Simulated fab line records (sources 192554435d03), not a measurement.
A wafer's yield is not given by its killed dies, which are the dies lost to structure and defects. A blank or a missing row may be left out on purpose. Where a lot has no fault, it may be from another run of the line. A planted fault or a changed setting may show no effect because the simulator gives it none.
Matching of chambers || flow n5-finfet || ald-sin-03 running N5_SDB_ALD_29: 4 sister chambers
The step deposits SiNx, target thk 30 nm, pulse time 1 s, ald cycles 600. 4 wafers are shown with their chamber, then 7 later ones without.

## EACH WAFER AND ITS CHAMBER
{"wafer": "L078.2", "chamber": 2, "heater-power-w (W)": 919}
{"wafer": "L081.6", "chamber": 3, "heater-power-w (W)": 899}
{"wafer": "L087.3", "chamber": 0, "heater-power-w (W)": 893}
{"wafer": "L087.4", "chamber": 1, "heater-power-w (W)": 999}

## WAFERS MISSING THEIR CHAMBER
{"wafer": "L087.6", "heater-power-w (W)": 897}
{"wafer": "L092.1", "heater-power-w (W)": 915}
{"wafer": "L092.3", "heater-power-w (W)": 930}
{"wafer": "L092.4", "heater-power-w (W)": 889}
{"wafer": "L096.3", "heater-power-w (W)": 885}
{"wafer": "L096.5", "heater-power-w (W)": 892}
{"wafer": "L096.6", "heater-power-w (W)": 928}

## EACH ONE'S CHAMBER
{"wafer": "L087.6", "from the rows above": "can't be placed: 3 or 0", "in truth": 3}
{"wafer": "L092.1", "from the rows above": "can't be placed: 2 or 3", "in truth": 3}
{"wafer": "L092.3", "from the rows above": 2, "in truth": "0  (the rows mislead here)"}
{"wafer": "L092.4", "from the rows above": "can't be placed: 0 or 3", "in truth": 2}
{"wafer": "L096.3", "from the rows above": "can't be placed: 0 or 3", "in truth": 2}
{"wafer": "L096.5", "from the rows above": "can't be placed: 0 or 3", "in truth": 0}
{"wafer": "L096.6", "from the rows above": 2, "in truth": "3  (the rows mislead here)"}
Correctly placed: 0 of 7. These rows do not allow placing 5 (true chamber among the candidates in 3). Placed wrongly: 2.
How it was worked out, from the rows above alone: a wafer's distance from a chamber is the root of the sum, over the readings, of the square of ((its reading less the chamber's mean) divided by the reading's scatter). If the next closest chamber is less than 2 further off than the closest, the wafer can't be placed; otherwise it belongs to the closest. For every chamber, the mean is computed from those of its wafers that are shown. The scatter (one wafer shown for each chamber): square how far every hidden wafer sits from the nearest shown wafer, average those squares and take the square root.
